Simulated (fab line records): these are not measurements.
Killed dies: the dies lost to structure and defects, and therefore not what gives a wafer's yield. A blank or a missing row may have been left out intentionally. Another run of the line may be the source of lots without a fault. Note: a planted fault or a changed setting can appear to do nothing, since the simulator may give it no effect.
fab line records	flow n5_finfet
[record] lots = 9	wafers = 27	last_day = 17
route steps=1938 shown ZERO_LAYER@17 WELL_APT@48 PMOS_HMC_CHANNEL_EPI@69 BEOL_M4@1111 PASSIVATION@1936
lots that met no fault: from a run of the same line without faults
start_h: hours from the record's first day to the start of the lot's first wafer shown	wait_h: hours since the lot's step before	" repeats the value in the row above	L1.1+2: a single row standing in for several wafers	- no value, or no start given	* or withheld: withheld	< > ~ a bound
route shown NAME@n: names a module that has steps shown in the file, with the first one's number in the route	usual: mean and standard deviation over wafers with no fault	same: alike in all rows	chamber/n: place in a boat	sites: per-site readings	_std_site: how widely they spread, as a standard deviation	_edge_site: the outer-site mean with the inner-site mean subtracted	radius_mm: how far each site lies from the wafer's centre	mask NAME#n: copy n	behind: the last tool/chamber to shape the wafer	hold: cause of the lot's hold/its duration in hours/its outcome	device: the transistor (n, p or np) that didn't switch	end of line: the tests these same wafers got at the end of their route	a step given without rows: its recipe and nothing more	killed: at the first sort, the dies lost to defects and structure; wafer yield is something else	map: shows each die of a wafer: x if killed, . if not, _ if none is there
set.NAME: the run value of the setting; set.NAME@STEP: its run value at that earlier step	model.NAME: the simulator's own value behind a step, which no gauge read
steps of the route over a sample of lots; a table a step, a row a wafer
services: from which hour (start_h, from the record's first day; less than 0 if before it) a tool's chamber was out of use, for how many hours, and why
[[steps]]
[step N5_ZERO_LAYER_STRIP_24]
[recipe] chemistry = O2	power_w = 1000	temp_c = 250	overash_fraction = 0.3	pressure_mtorr = 1000	o2_flow_sccm = 6750
[usual] drypump_motor_current_A = 5.5/0.56	heater_power_w = 347/55	oes_product_au = 0.647/0.0048	strip_time_to_endpoint_s = 43.88/0.095
lot.wafer	tool	chamber	start_h	wait_h	drypump_motor_current_A	heater_power_w	oes_product_au	rf_hours_counter_h	strip_time_to_endpoint_s
L647.1	plasma_asher-01	0	19.19	0.1	5.1	334	0.646	72	43.90
L647.3	"	0	"	"	5.1	346	0.652	-	43.91
L647.4	"	1	"	"	6.5	274	0.643	-	43.82
L648.2	plasma_asher-01	0	24.89	0.1	5.1	331	0.643	73	43.89
L648.3	"	0	"	"	5.1	340	0.650	-	43.86
L648.5	"	0	"	"	5.1	347	0.653	-	43.83
L650.1	plasma_asher-02	0	37.42	0.1	5.5	341	0.651	28	43.88
L650.5	"	0	"	"	5.5	341	0.643	-	43.84
L650.6	"	1	"	"	5.1	418	0.654	-	43.84
L655.2	plasma_asher-01	1	66.91	0.1	6.5	275	0.644	82	44.01
L655.4	"	1	"	"	6.5	273	0.638	-	43.97
L655.5	"	1	"	"	6.5	284	0.649	-	44.00
L656.2	plasma_asher-01	1	72.89	0.1	6.5	269	0.650	83	43.74
L656.5	"	1	"	"	6.5	275	0.652	-	43.67
L656.6	"	0	"	"	5.1	339	0.644	-	43.68
L657.2	plasma_asher-02	1	79.17	0.1	5.1	423	0.656	36	43.91
L657.3	"	1	"	"	5.1	416	0.641	-	43.75
L657.4	"	0	"	"	5.5	339	0.653	-	43.74
L666.1	plasma_asher-01	1	133.59	0.1	6.5	270	0.638	96	43.92
L666.4	"	0	"	"	5.1	350	0.648	-	43.82
L666.6	"	0	"	"	5.1	336	0.651	-	43.90
L667.1	plasma_asher-02	0	139.12	0.1	5.5	346	0.644	47	43.98
L667.3	"	0	"	"	5.5	346	0.638	-	43.91
L667.4	"	1	"	"	5.1	430	0.642	-	43.85
L669.3	plasma_asher-02	0	151.57	0.1	5.4	341	0.646	-	43.93
L669.4	"	1	"	"	5.1	423	0.643	-	43.98
L669.6	"	0	"	"	5.5	340	0.646	-	43.89
[step N5_WELL_APT_IMPLANT_32]
[recipe] species = BF2	energy_kev = 50	dose_cm2 = 2e+13	tilt_deg = 0	rotation_deg = 0
[usual] dose_ions_cm2 = 2e+13/2e+10	faraday_current_uA = 253/4.6
lot.wafer	tool	chamber	start_h	wait_h	dose_ions_cm2	faraday_current_uA
L647.1	implanter-02	0	23.16	0.1	1.9985e+13	253
L647.3	"	0	"	"	2.0008e+13	253
L647.4	"	0	"	"	1.9979e+13	259
L648.2	implanter-02	0	27.10	0.1	2.0019e+13	259
L648.3	"	0	"	"	2.001e+13	253
L648.5	"	0	"	"	1.9985e+13	249
L650.1	implanter-02	0	39.60	0.1	2.0015e+13	253
L650.5	"	0	"	"	2.0004e+13	241
L650.6	"	0	"	"	2.0013e+13	254
L655.2	implanter-02	0	69.42	0.1	1.999e+13	258
L655.4	"	0	"	"	1.9963e+13	251
L655.5	"	0	"	"	1.9982e+13	253
L656.2	implanter-02	0	75.35	0.1	2.666e+13	340
L656.5	"	0	"	"	2.6653e+13	339
L656.6	"	0	"	"	2.6684e+13	340
L657.2	implanter-02	0	81.58	0.1	2.6642e+13	340
L657.3	"	0	"	"	2.6675e+13	344
L657.4	"	0	"	"	2.6643e+13	345
L666.1	implanter-01	0	135.99	0.1	2.0009e+13	257
L666.4	"	0	"	"	2.0038e+13	253
L666.6	"	0	"	"	2.0012e+13	252
L667.1	implanter-02	0	141.59	0.1	2.0009e+13	258
L667.3	"	0	"	"	2.001e+13	249
L667.4	"	0	"	"	1.9995e+13	244
L669.3	implanter-02	0	153.89	0.1	1.9953e+13	255
L669.4	"	0	"	"	1.9948e+13	255
L669.6	"	0	"	"	1.9963e+13	249
[step N5_PMOS_HMC_CHANNEL_EPI_ETCH_32]
[recipe] chemistry = N2/H2	target = BARC	stop_on = SiO2	target_depth_a = 858	over_etch_frac = 0.3	time_s = 50.3	ion_energy_ev = 200	mask_material = CAR-ArF-block	pressure_mtorr = 30	source_w = 840	bias_w = 150	n2_flow_sccm = 200	h2_flow_sccm = 200
[usual] drypump_motor_current_A = 5.6/0.47	oes_product_au = 0.68/0.053	rf_vpp_V = 525.1/3	showerhead_plenum_p_Torr = 2.59/0.11	throttle_valve_pct = 17.92/0.21
lot.wafer	tool	chamber	start_h	wait_h	drypump_motor_current_A	oes_product_au	rf_hours_counter_h	rf_vpp_V	showerhead_plenum_p_Torr	throttle_valve_pct
L647.1	rie_diel-02	3	25.28	0.0	5.6	0.83	4	528.6	2.70	17.57
L647.3	"	1	"	"	4.9	0.64	156	520.4	2.43	17.45
L647.4	"	2	"	"	6.1	0.71	65	518.3	2.36	18.00
L648.2	rie_diel-03	2	28.86	0.0	6.4	0.67	110	527.2	2.68	17.69
L648.3	"	0	"	"	5.3	0.67	132	523.0	2.54	17.96
L648.5	"	1	"	"	5.2	0.66	-	525.6	2.55	18.06
L650.1	rie_diel-02	1	41.54	0.0	4.9	0.64	161	520.3	2.42	17.46
L650.5	"	3	"	"	5.6	0.81	-	528.3	2.69	17.59
L650.6	"	2	"	"	6.1	0.69	-	519.5	2.36	18.04
L655.2	rie_diel-03	0	71.51	0.0	5.3	0.65	145	523.8	2.53	17.98
L655.4	"	2	"	"	6.5	0.65	125	526.9	2.67	17.72
L655.5	"	1	"	"	5.2	0.65	-	525.3	2.55	18.07
L656.2	rie_diel-03	1	77.61	0.0	5.2	0.66	123	524.4	2.55	18.09
L656.5	"	3	"	"	5.9	0.69	-	527.4	2.69	17.90
L656.6	"	0	"	"	5.3	0.65	-	523.9	2.53	17.96
L657.2	rie_diel-03	3	83.49	0.0	5.8	0.69	78	527.8	2.69	17.90
L657.3	"	1	"	"	5.2	0.65	125	525.6	2.54	18.09
L657.4	"	2	"	"	6.4	0.66	129	526.3	2.67	17.73
L666.1	rie_diel-03	1	138.56	0.0	5.2	0.64	144	522.6	2.54	18.12
L666.4	"	2	"	"	6.4	0.65	147	525.2	2.66	17.77
L666.6	"	0	"	"	5.3	0.64	-	523.0	2.52	18.03
L667.1	rie_diel-01	0	143.62	0.0	6.2	0.62	178	527.0	2.65	18.06
L667.3	"	2	"	"	4.8	0.82	7	527.9	2.71	17.75
L667.4	"	3	"	"	5.2	0.65	147	525.0	2.54	18.05
L669.3	rie_diel-02	3	155.66	0.0	5.6	0.75	47	528.0	2.68	17.65
L669.4	"	0	"	"	5.3	0.64	162	523.1	2.56	18.26
L669.6	"	0	"	"	5.3	0.63	-	524.4	2.56	18.26
[step N5_PMOS_HMC_CHANNEL_EPI_CMP_21]
[recipe] material = SiGe30	post_cmp_clean = alkaline_brush	target_thk_nm = 54
[usual] motor_current_A = 12.4/0.85
lot.wafer	tool	chamber	start_h	wait_h	motor_current_A
L647.1	cmp-03	2	27.65	0.1	12.8
L647.4	"	3	"	"	12.8
L647.3	"	0	"	"	12.0
L648.2	cmp-04	0	31.26	0.1	11.0
L648.3	"	1	"	"	12.1
L648.5	"	3	"	"	11.9
L650.1	cmp-03	3	43.58	0.1	12.7
L650.5	"	0	"	"	11.9
L650.6	"	1	"	"	12.5
L655.4	cmp-04	2	74.18	0.1	12.9
L655.2	"	3	"	"	11.9
L655.5	"	1	"	"	13.4
L656.2	cmp-04	3	79.97	0.1	11.8
L656.5	"	2	"	"	12.6
L656.6	"	3	"	"	12.2
L657.3	cmp-03	2	85.46	0.1	12.9
L657.4	"	0	"	"	11.8
L657.2	"	1	"	"	12.3
L666.1	cmp-04	0	140.56	0.1	11.3
L666.4	"	1	"	"	13.2
L666.6	"	3	"	"	12.3
L667.1	cmp-03	3	145.55	0.0	13.5
L667.4	"	0	"	"	10.8
L667.3	"	1	"	"	12.5
L669.4	cmp-01	1	157.67	0.1	12.1
L669.3	"	2	"	"	13.4
L669.6	"	0	"	"	11.5
[step N5_BEOL_M4_RC_MEAS_101]
[usual] CJ_N = 4.33/0.092	DIBL_N = 35.9/1.9	DIBL_P = 35.8/2.4	IOFF_N = 0.15/0.031	IOFF_N_LONG = 5.57e-05/2.7e-06	IOFF_P = 0.21/0.037	ION_N = 672/13	ION_P = 462/8.3	SS_N = 71.5/0.72	SS_P = 73.2/0.67	VT_N = 250/3.4	VT_P = -250/3.4
lot.wafer	tool	chamber	start_h	wait_h	CJ_N	DIBL_N[mV/V]	DIBL_P[mV/V]	IOFF_N[nA/um]	IOFF_N_LONG[nA/um]	IOFF_P[nA/um]	ION_N[uA/um]	ION_P[uA/um]	SS_N[mV/dec]	SS_P[mV/dec]	VT_N[mV]	VT_P[mV]
L647.1	prober-01	0	176.60	0.0	4.34	36.6	36.7	0.16	5.63e-05	0.23	671	469	71.6	73.5	250	-248
L647.3	"	0	"	"	4.25	34.4	35.1	0.12	5.54e-05	0.21	640	456	70.6	73.6	257	-249
L647.4	"	0	"	"	4.19	35.2	36.2	0.14	5.56e-05	0.23	667	472	70.9	73.5	253	-249
L648.2	prober-02	0	184.98	0.2	4.21	32.8	33.2	0.11	4.87e-05	0.14	650	452	70.8	72.9	255	-258
L648.3	"	0	"	"	4.25	33.6	34.1	0.11	4.78e-05	0.14	640	435	70.8	73.1	259	-259
L648.5	"	0	"	"	4.17	32.4	32.9	0.10	4.79e-05	0.13	651	444	70.5	72.6	258	-258
L650.1	prober-01	0	204.98	0.0	4.31	37.3	37.0	0.16	5.58e-05	0.24	672	469	71.5	73.0	253	-246
L650.5	"	0	"	"	4.48	36.3	33.6	0.15	5.73e-05	0.19	658	450	72.1	73.0	252	-252
L650.6	"	0	"	"	4.42	36.6	35.0	0.14	5.65e-05	0.21	661	461	72.0	73.7	251	-251
L655.2	prober-02	0	220.61	0.2	4.48	37.3	35.6	0.15	5.41e-05	0.20	661	455	72.2	73.8	252	-250
L655.4	"	0	"	"	4.49	40.0	39.7	0.20	5.39e-05	0.27	683	464	73.4	73.9	248	-249
L655.5	"	0	"	"	4.38	34.2	33.6	0.11	5.28e-05	0.18	652	455	71.5	72.0	255	-252
L656.2	prober-01	0	225.77	0.2	4.95	34.9	35.3	0.13	6.03e-05	0.17	663	456	70.6	72.8	253	-254
L656.5	"	0	"	"	4.87	33.2	33.8	0.10	5.9e-05	0.15	656	457	70.5	73.1	256	-257
L656.6	"	0	"	"	5.04	36.7	37.2	0.15	6.18e-05	0.20	673	459	71.9	73.7	251	-251
L657.2	prober-02	0	244.59	0.2	5.27	37.2	36.0	0.17	7.31e-05	0.22	687	475	71.6	72.8	248	-247
L657.3	"	0	"	"	5.18	36.4	35.3	0.15	7.12e-05	0.21	668	464	71.6	72.9	248	-246
L657.4	"	0	"	"	5.20	39.6	39.6	0.22	7.06e-05	0.31	697	482	72.3	73.8	243	-241
L666.1	prober-01	0	295.81	0.0	4.21	37.3	37.4	0.19	5.92e-05	0.26	682	470	71.5	73.0	244	-246
L666.4	"	0	"	"	4.21	35.4	36.2	0.16	5.91e-05	0.23	676	472	70.8	73.6	247	-248
L666.6	"	0	"	"	4.25	35.8	35.8	0.17	5.92e-05	0.23	688	471	70.9	72.9	247	-248
L667.1	prober-02	0	310.27	0.0	4.26	36.2	39.0	0.16	5.3e-05	0.23	667	459	71.7	73.3	252	-248
L667.3	"	0	"	"	4.28	37.0	39.4	0.16	5.31e-05	0.22	662	451	71.6	73.5	249	-250
L667.4	"	0	"	"	4.41	35.5	37.0	0.14	5.43e-05	0.19	672	461	71.8	73.1	252	-250
L669.3	prober-02	0	313.89	0.3	4.35	34.6	33.6	0.13	5.87e-05	0.20	674	473	70.6	72.7	250	-251
L669.4	"	0	"	"	4.37	36.8	35.7	0.17	5.9e-05	0.23	690	475	71.4	73.0	249	-247
L669.6	"	0	"	"	4.41	36.9	35.7	0.16	5.92e-05	0.23	682	473	71.3	72.5	253	-247
[step N5_PASSIVATION_PROBE_49]
[usual] defect_limited_yield = 91.6/1.2	killed_at_M0_to_M3 = 33/9.4	killed_at_M4_up = 13/5.2	killed_at_contacts = 13/5.6	killed_at_front_end = 37/9.5	killed_at_other = 4/3.1	killed_dies = 99/15	killed_open = 65/11	killed_short = 32/7.5	sort_bin_5_function = 4.9/0.77	sort_bin_6_memory = 3.1/0.65	sort_bin_8_speed = 0.01/0.056	sort_n_pass = 1081/15	sort_yield_pct = 91.6/1.2
[same] gross_dies = 1180	killed_at_back_side = 0	sort_bin_4_leakage[%] = 0
lot.wafer	tool	chamber	start_h	wait_h	defect_limited_yield[%]	killed_at_M0_to_M3	killed_at_M4_up	killed_at_contacts	killed_at_front_end	killed_at_other	killed_dies	killed_open	killed_short	sort_bin_5_function[%]	sort_bin_6_memory[%]	sort_bin_8_speed[%]	sort_n_pass	sort_yield_pct[%]
L669.3	prober-01	-	414.24	0.1	91.2	31	20	5	40	8	104	67	34	4.9	3.3	0	1076	91.2
L669.4	prober-01	-	414.29	0.2	89.7	26	16	17	48	15	122	66	53	6.4	3.6	0	1058	89.7
L669.6	prober-01	-	414.39	0.3	92.3	24	18	8	36	5	91	56	33	4.0	3.4	0	1089	92.3
L667.1	prober-02	-	417.47	0.0	89.7	48	10	11	48	5	122	83	38	6.1	3.7	0	1058	89.7
L667.3	prober-02	-	417.57	0.1	91.2	33	9	16	44	2	104	77	27	4.9	3.6	0	1076	91.2
L667.4	prober-02	-	417.62	0.2	91.5	35	15	9	32	9	100	64	35	4.5	3.7	0	1080	91.5
// killed by level:class
L669.3 STI_FIN_REVEAL:geometric_particle:open=14 BEOL_M1:geometric_particle:open=11 BEOL_M4:geometric_particle:open=9 FIN_SAQP:geometric_particle:open=6 BEOL_M2:geometric_particle:open=6 FIN_SAQP:geometric_particle:short=5 MOL_CONTACT_COAG:geometric_particle:open=5 BEOL_M0_SAQP:geometric_particle:short=4
L669.4 FIN_SAQP:geometric_particle:short=15 MOL_CONTACT_COAG:geometric_particle:open=11 STI_FIN_REVEAL:geometric_particle:open=8 GATE_CUT:geometric_particle:short=8 BEOL_M2:geometric_particle:open=7 BEOL_M4:geometric_particle:open=7 MOL_CONTACT_COAG:geometric_particle:short=6 BEOL_M1:geometric_particle:open=6
L669.6 FIN_SAQP:geometric_particle:short=9 STI_FIN_REVEAL:geometric_particle:open=8 BEOL_M4:geometric_particle:open=8 FIN_SAQP:geometric_particle:open=6 MOL_CONTACT_COAG:geometric_particle:open=6 BEOL_M0_SAQP:geometric_particle:open=6 BEOL_M2:geometric_particle:open=5 BEOL_M2:geometric_particle:short=4
L667.1 BEOL_M0_SAQP:geometric_particle:open=15 STI_FIN_REVEAL:geometric_particle:open=12 BEOL_M0_SAQP:geometric_particle:short=8 BEOL_M3:geometric_particle:open=8 FIN_SAQP:geometric_particle:short=7 MOL_CONTACT_COAG:geometric_particle:open=7 FIN_SAQP:geometric_particle:open=6 DUMMY_GATE:geometric_particle:open=5
L667.3 MOL_CONTACT_COAG:geometric_particle:open=14 FIN_SAQP:geometric_particle:open=9 STI_FIN_REVEAL:geometric_particle:open=8 BEOL_M3:geometric_particle:open=8 BEOL_M0_SAQP:geometric_particle:short=7 FIN_SAQP:geometric_particle:short=6 BEOL_M1:geometric_particle:open=6 DUMMY_GATE:geometric_particle:open=5
L667.4 STI_FIN_REVEAL:geometric_particle:open=8 MOL_CONTACT_COAG:geometric_particle:open=7 BEOL_M1:geometric_particle:open=7 BEOL_M0:geometric_particle:open=6 BEOL_M1:geometric_particle:short=6 BEOL_M4:geometric_particle:open=6 FIN_SAQP:geometric_particle:open=5 PASS1_CAP:geometric_particle:short=5
[[services]]
tool	chamber	start_h	hours	kind
cmp-01	-	1.51	4.0	pm
cmp-03	-	6.01	1.7	repair
cmp-04	-	6.74	3.6	pm
rie_diel-01	2	8.31	5.4	repair
cmp-01	-	10.28	3.9	pm
rie_diel-01	0	11.28	6.2	repair
plasma_asher-02	-	19.33	1.9	repair
rie_diel-01	2	20.49	6.4	repair
cmp-03	-	44.88	0.4	repair
cmp-04	-	44.89	4.0	pm
implanter-02	-	49.20	4.1	repair
cmp-03	-	52.29	0.4	repair
rie_diel-03	-	55.82	1.1	repair
rie_diel-03	1	58.99	5.7	repair
rie_diel-02	1	66.08	13.3	repair
rie_diel-02	2	100.33	12.5	repair
plasma_asher-02	-	120.23	10.0	pm
cmp-03	-	122.31	4.0	pm
cmp-04	-	126.40	0.5	repair
cmp-04	-	132.51	3.9	repair
cmp-03	-	137.84	5.7	pm
rie_diel-03	-	138.91	0.2	repair
rie_diel-03	2	153.41	8.3	repair
cmp-03	-	157.44	0.8	repair
[[key]]
[first_sign] step = N5_WELL_APT_IMPLANT_32	reading = dose_ions_cm2	direction = up	sigmas = 99+	usual = 2e+13	struck = 2.666e+13
[effect] step = N5_WELL_APT_IMPLANT_32	reading = faraday_current_uA	direction = up	sigmas = 19	usual = 253	struck = 341
[effect] step = N5_BEOL_M4_RC_MEAS_101	reading = CJ_N	direction = up	sigmas = 8.2	usual = 4.33	struck = 5.08
[effect] step = N5_BEOL_M4_RC_MEAS_101	reading = IOFF_N_LONG	direction = up	sigmas = 3.8	usual = 5.57e-05	struck = 6.6e-05
met_at N5_WELL_APT_IMPLANT_32
struck_lots L656,L657
not_acting_at N5_ZERO_LAYER_STRIP_24,N5_PMOS_HMC_CHANNEL_EPI_ETCH_32,N5_PMOS_HMC_CHANNEL_EPI_CMP_21
onset_between 69.42 75.35
[fault] kind = process_parameter_drift	tool = implanter-02	chamber = -	onset_h = 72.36	steps = N5_WELL_APT_IMPLANT_32	channel = dose_cm2	offset = 6.6748e+12	shape = step	end_h = 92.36	acts_in = these_recipes_only	stated = 2e+13
